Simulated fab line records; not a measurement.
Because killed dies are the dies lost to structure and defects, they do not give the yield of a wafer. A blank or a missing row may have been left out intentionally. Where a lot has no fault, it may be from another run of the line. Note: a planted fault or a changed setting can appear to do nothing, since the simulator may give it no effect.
fab line records | flow nand-harc
record: lots: 14 wafers: 42 last-day: 33
route steps=1302 shown P_ZERO_WELL@44 P_GATE@113 END@1302
lots with no fault: from the same line, run without faults
start-h: hours from the record's first day to the start of the lot's first wafer shown | wait-h: hours since the lot's step before | " repeats the value in the row above | L1.1+2: a row that stands for several wafers | - no value, or no start given | * or withheld: withheld | < > ~ a bound
route shown NAME@n: a module of which the file shows steps, and the number in the route of the first | usual: mean/standard deviation of fault-free wafers | same: alike in all rows | chamber/n: place in a boat | sites: readings site by site | _std_site: how widely they spread, as a standard deviation | _edge_site: the outer-site mean with the inner-site mean subtracted | radius-mm: for every site, how far away it sits from the centre of the wafer | mask NAME#n: copy n | behind: the tool/chamber that last shaped the wafer | hold: why the lot was held/for how many hours/how that ended | device: whichever transistor did not switch (one of n, p or np) | end of line: the same wafers' tests at the end of the route | where a step has no rows: the recipe by itself | killed: dies that structure and defects cost at the first sort, which is not the same as the wafer's yield | map: shows each die of a wafer: x if killed, . if not, _ if none is there
set.NAME: the setting that was run; set.NAME@STEP: the one run at that earlier step | model.NAME: the simulator's own value behind a step, which no gauge read
the route's steps for a sample of lots (tables are steps, rows are wafers)
services: the hour from which a tool's chamber was out of use, counted from the record's first day as start-h (under 0 if before that day), plus the number of hours and why
== steps ==
step: NHARC_P_ZERO_WELL_CD_MEAS_37
recipe: target-cd-nm: 720 landing-energy-ev: 500
usual: cd-nm: 719.7/1.5
columns lot.wafer tool chamber start-h wait-h cd-nm
L780.1 cd-sem-01 0 24.10 - 718.6
L780.2 " 0 " " 718.3
L780.3 " 0 " " 719.7
L781.1 cd-sem-03 0 34.22 - 722.0
L781.3 " 0 " " 721.1
L781.5 " 0 " " 720.4
L783.2 cd-sem-02 0 54.02 - 718.1
L783.4 " 0 " " 717.7
L783.6 " 0 " " 719.3
L784.1 cd-sem-03 0 64.29 - 720.2
L784.2 " 0 " " 720.8
L784.3 " 0 " " 721.0
L785.1 cd-sem-01 0 73.85 - 719.5
L785.2 " 0 " " 719.8
L785.3 " 0 " " 719.1
L786.1 cd-sem-01 0 84.69 - 720.6
L786.2 " 0 " " 719.8
L786.6 " 0 " " 719.1
L787.1 cd-sem-02 0 94.37 - 721.3
L787.3 " 0 " " 721.3
L787.5 " 0 " " 722.1
L788.1 cd-sem-03 0 103.88 - 719.7
L788.2 " 0 " " 719.7
L788.3 " 0 " " 719.0
L791.1 cd-sem-02 0 133.96 - 724.3
L791.4 " 0 " " 723.6
L791.5 " 0 " " 722.7
L799.1 cd-sem-03 0 214.41 - 720.7
L799.3 " 0 " " 720.5
L799.4 " 0 " " 721.5
L800.1 cd-sem-03 0 224.11 - 722.5
L800.3 " 0 " " 720.3
L800.6 " 0 " " 719.7
L801.1 cd-sem-01 0 234.23 - 719.4
L801.2 " 0 " " 719.0
L801.5 " 0 " " 717.8
L802.1 cd-sem-03 0 244.16 - 719.1
L802.2 " 0 " " 719.4
L802.5 " 0 " " 717.4
L803.2 cd-sem-03 0 254.09 - 719.6
L803.3 " 0 " " 719.6
L803.4 " 0 " " 720.4
step: NHARC_P_GATE_OXIDE_02
recipe: target-thk-a: 375 temp-c: 950 p-h2o-torr: 720 ox-time-s: 365 material: SiO2
columns lot.wafer tool chamber start-h wait-h
L780.1+2+3 furnace-06 0 83.89 -
L781.1+3+5 furnace-03 0 87.29 -
L783.2+4+6 furnace-04 0 104.88 -
L784.1+2+3 furnace-04 0 117.49 -
L785.1+2+3 furnace-04 0 128.74 -
L786.1+2+6 furnace-04 0 139.11 -
L787.1+3+5 furnace-03 0 148.28 -
L787.1+3+5 furnace-04 0 152.87 0.4
L788.1+2+3 furnace-06 0 165.09 -
L791.1+4+5 furnace-03 0 192.27 -
L791.1+4+5 furnace-03 0 196.89 0.4
L799.1+3+4 furnace-04 0 269.57 -
L800.1+3+6 furnace-03 0 282.08 -
L801.1+2+5 furnace-03 0 282.08 -
L802.1+2+5 furnace-06 0 292.92 -
L803.2+3+4 furnace-04 0 304.24 -
step: NHARC_P_GATE_INSPECT_28
usual: raw-defect-count: 6/3.3
columns lot.wafer tool chamber start-h wait-h raw-defect-count
L780.1 defect-inspect-02 - 105.75 0.0 2
L780.2 " - " " 6
L780.3 " - " " 3
L781.1 defect-inspect-02 - 106.55 0.0 5
L781.3 " - " " 18
L781.5 " - " " 10
L783.2 defect-inspect-02 - 125.05 0.0 9
L783.4 " - " " 4
L783.6 " - " " 4
L784.1 defect-inspect-02 - 138.27 0.0 9
L784.2 " - " " 5
L784.3 " - " " 9
L785.1 defect-inspect-02 - 147.53 0.0 5
L785.2 " - " " 1
L785.3 " - " " 3
L786.1 defect-inspect-02 - 158.39 0.0 8
L786.2 " - " " 6
L786.6 " - " " 10
L787.1 defect-inspect-02 - 167.95 0.0 3
L787.3 " - " " 3
L787.5 " - " " 3
L788.1 defect-inspect-01 - 185.06 0.0 5
L788.2 " - " " 11
L788.3 " - " " 11
L791.1 defect-inspect-01 - 216.51 0.0 11
L791.4 " - " " 7
L791.5 " - " " 8
L799.1 defect-inspect-01 - 288.97 0.0 5
L799.3 " - " " 7
L799.4 " - " " 7
L800.1 defect-inspect-02 - 301.27 0.0 7
L800.3 " - " " 11
L800.6 " - " " 7
L801.1 defect-inspect-01 - 301.42 0.0 7
L801.2 " - " " 7
L801.5 " - " " 2
L802.1 defect-inspect-02 - 315.37 0.0 11
L802.2 " - " " 2
L802.5 " - " " 2
L803.2 defect-inspect-01 - 326.83 0.0 4
L803.3 " - " " 8
L803.4 " - " " 9
step: NHARC_P_GATE_ETCHBACK_37
recipe: target-depth-a: 345 time-s: 17.2 chf3-flow-sccm: 50 o2-flow-sccm: 10 ar-flow-sccm: 200 rf-w: 500 bias-w: 200 chemistry: CHF3/O2
usual: drypump-motor-current-A: 5.7/0.47 oes-product-au: 0.94/0.034 rf-vpp-V: 370.1/2.4 showerhead-plenum-p-Torr: 2.38/0.11 throttle-valve-pct: 20.572/0.0095
same: time-s: 17.2
columns lot.wafer tool chamber start-h wait-h drypump-motor-current-A oes-product-au rf-hours-counter-h rf-vpp-V showerhead-plenum-p-Torr throttle-valve-pct
L780.1 rie-diel-12 2 - - 5.8 1.00 1.2 368.2 2.27 20.578
L780.3 " 3 " " 6.2 1.00 0.8 369.4 2.36 20.564
L780.2 " 1 " " 5.3 1.00 1.2 367.9 2.35 20.574
L781.3 rie-diel-06 1 - - 5.8 0.92 9.8 371.4 2.42 20.570
L781.1 " 0 " " 6.1 0.92 9.1 371.0 2.42 20.573
L781.5 " 1 " " 5.8 0.93 - 370.4 2.42 20.549
L783.2 rie-diel-12 2 - - 5.8 0.92 3.2 369.3 2.26 20.582
L783.4 " 3 " " 6.3 0.92 1.9 370.9 2.36 20.573
L783.6 " 1 " " 5.3 0.93 - 368.6 2.35 20.569
L784.1 rie-diel-05 1 - - 5.1 0.92 4.3 374.3 2.56 20.564
L784.3 " 2 " " 5.1 0.91 4.9 369.5 2.34 20.567
L784.2 " 3 " " 5.1 0.92 5.0 367.8 2.31 20.570
L785.3 rie-diel-12 2 - - 5.8 0.93 4.0 367.1 2.27 20.580
L785.1 " 0 " " 6.0 0.92 3.3 367.3 2.33 20.567
L785.2 " 1 " " 5.3 0.93 4.4 369.6 2.35 20.554
L786.2 rie-diel-06 2 - - 6.4 0.92 2.6 367.7 2.25 20.563
L786.1 " 0 " " 6.1 0.92 2.5 372.7 2.42 20.571
L786.6 " 2 " " 6.4 0.93 - 368.1 2.26 20.584
L787.1 rie-diel-12 3 - - 6.2 0.93 3.3 370.0 2.36 20.582
L787.3 " 1 " " 5.3 0.93 5.0 370.1 2.34 20.565
L787.5 " 2 " " 5.8 0.94 - 367.0 2.26 20.592
L788.2 rie-diel-06 3 - - 4.9 0.91 3.5 374.9 2.58 20.573
L788.1 " 0 " " 6.1 0.91 3.0 372.2 2.42 20.573
L788.3 " 1 " " 5.8 0.92 2.5 369.7 2.42 20.555
L791.1 rie-diel-12 2 - - 5.9 0.93 7.7 366.6 2.26 20.565
L791.4 " 0 " " 6.0 0.92 5.0 369.0 2.33 20.577
L791.5 " 2 " " 5.8 0.93 - 368.2 2.26 20.573
L799.1 rie-diel-05 0 - - 5.5 0.92 4.0 374.3 2.55 20.582
L799.4 " 1 " " 5.1 0.91 3.3 373.6 2.56 20.572
L799.3 " 2 " " 5.1 0.93 3.6 369.9 2.34 20.559
L801.1 rie-diel-12 3 - - 6.2 0.93 1.2 371.6 2.36 20.556
L801.2 " 1 " " 5.3 0.94 1.0 369.1 2.34 20.564
L801.5 " 0 " " 6.0 0.92 - 368.5 2.32 20.574
L800.1 rie-diel-12 0 - - 6.1 0.93 1.1 369.4 2.32 20.580
L800.3 " 2 " " 5.8 0.92 1.2 366.5 2.26 20.570
L800.6 " 1 " " 5.3 0.93 - 368.7 2.34 20.567
L802.1 rie-diel-05 3 - - 5.1 0.93 5.9 368.9 2.30 20.567
L802.2 " 0 " " 5.4 0.95 5.3 374.0 2.55 20.580
L802.5 " 3 " " 5.1 0.93 - 367.5 2.30 20.558
L803.3 rie-diel-06 1 - - 5.8 0.92 1.2 371.1 2.42 20.572
L803.4 " 3 " " 4.9 0.92 0.8 372.9 2.58 20.574
L803.2 " 0 " " 6.1 0.93 0.8 371.5 2.42 20.568
step: NHARC_END_SORT_01
recipe: temp-c: 25
usual: killed-at-array: 61/23 killed-at-other: 1.3/1.4 killed-at-periphery: 4.0/2.6 killed-dies: 66/22 killed-open: 3.4/1.8 killed-short: 2.3/1.4
same: gross-dies: 677
columns lot.wafer tool chamber start-h wait-h killed-at-array killed-at-other killed-at-periphery killed-dies killed-open killed-short
L787.1 prober-01 0 628.47 2.5 106 2 569 677 3 3
L787.3 prober-01 0 630.08 3.1 111 1 565 677 2 3
L787.5 prober-01 0 631.69 3.7 114 2 561 677 2 4
killed by level:class
L787.1 P_GATE:area-oxide=565 A_SLIT:chamber-film-flake=36 A_CHANNEL_HOLE_D1:chamber-film-flake=34 A_CHANNEL_HOLE_D2:chamber-film-flake=29 A_CONTACT:chamber-film-flake=3 A_STAIRCASE:chamber-film-flake=2 THIN_TSV:chamber-film-flake=2 P_GATE:geometric-particle:open=1
L787.3 P_GATE:area-oxide=564 A_SLIT:chamber-film-flake=37 A_CHANNEL_HOLE_D2:chamber-film-flake=34 A_CHANNEL_HOLE_D1:chamber-film-flake=31 A_ONON_D2:geometric-particle:short=2 A_STAIRCASE:chamber-film-flake=2 A_CONTACT:chamber-film-flake=2 P_M0:geometric-particle:open=1
L787.5 P_GATE:area-oxide=559 A_SLIT:chamber-film-flake=41 A_CHANNEL_HOLE_D1:chamber-film-flake=33 A_CHANNEL_HOLE_D2:chamber-film-flake=30 A_CONTACT:chamber-film-flake=5 THIN_TSV:chamber-film-flake=2 P_GATE:geometric-particle:short=1 P_GATE:geometric-particle:open=1
== services ==
columns tool chamber start-h hours kind
rie-diel-12 2 60.87 7.6 repair
furnace-03 - 70.12 4.9 repair
rie-diel-12 0 70.69 - clean
rie-diel-12 1 70.69 - clean
rie-diel-12 2 70.69 - clean
rie-diel-12 3 70.69 - clean
rie-diel-12 2 87.56 8.5 repair
rie-diel-12 - 91.52 9.0 pm
rie-diel-12 0 91.52 9.0 vent-cycle
rie-diel-12 1 91.52 9.0 vent-cycle
rie-diel-12 3 91.52 9.0 vent-cycle
rie-diel-12 - 125.39 1.3 repair
rie-diel-06 - 130.20 9.0 pm
rie-diel-12 2 140.13 3.5 repair
rie-diel-12 2 152.74 5.6 repair
rie-diel-12 0 173.05 19.4 repair
rie-diel-05 0 228.18 3.8 repair
rie-diel-05 - 229.60 9.0 pm
rie-diel-12 2 252.15 15.3 repair
rie-diel-12 - 268.52 9.0 pm
rie-diel-05 3 275.80 6.0 repair
furnace-04 - 288.01 3.7 repair
furnace-03 - 300.22 26.0 pm
rie-diel-06 - 307.20 9.0 pm
== key ==
first-sign: step: NHARC_P_GATE_OXIDE_02 reading: visit direction: added
effect: step: NHARC_END_SORT_01 reading: killed-at-periphery direction: up sigmas: 99+ usual: 4.0 struck: 565
more-kills-born-at: NHARC_P_GATE_OXIDE_02@furnace-04: 1688
met-at NHARC_P_GATE_OXIDE_02
struck-lots L787,L791
rows-end L791.1,L791.4,L791.5
later-rows-left-out L787.1,L787.3,L787.5
tester-left-out L787
not-acting-at NHARC_P_ZERO_WELL_CD_MEAS_37,NHARC_P_GATE_INSPECT_28,NHARC_P_GATE_ETCHBACK_37
fault: kind: repeated-step-whole tool: furnace-03,furnace-04,furnace-06 chamber: - onset-h: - steps: NHARC_P_GATE_OXIDE_02 times: 1 scope: struck-lots-only
tester-left-out: of these lots the tester's yield and bins aren't shown, on N5 and GAA mostly nor the transistor test; their killed dies are dies lost to structure and defects alone, not to doping, threshold or leakage, so they don't give the yield
later-rows-left-out: the simulator's readings of these wafers behind a module that went badly wrong aren't trusted and aren't shown, but for the sort
rows-end: these wafers met a further fault down the route, and their rows from its step on are left out
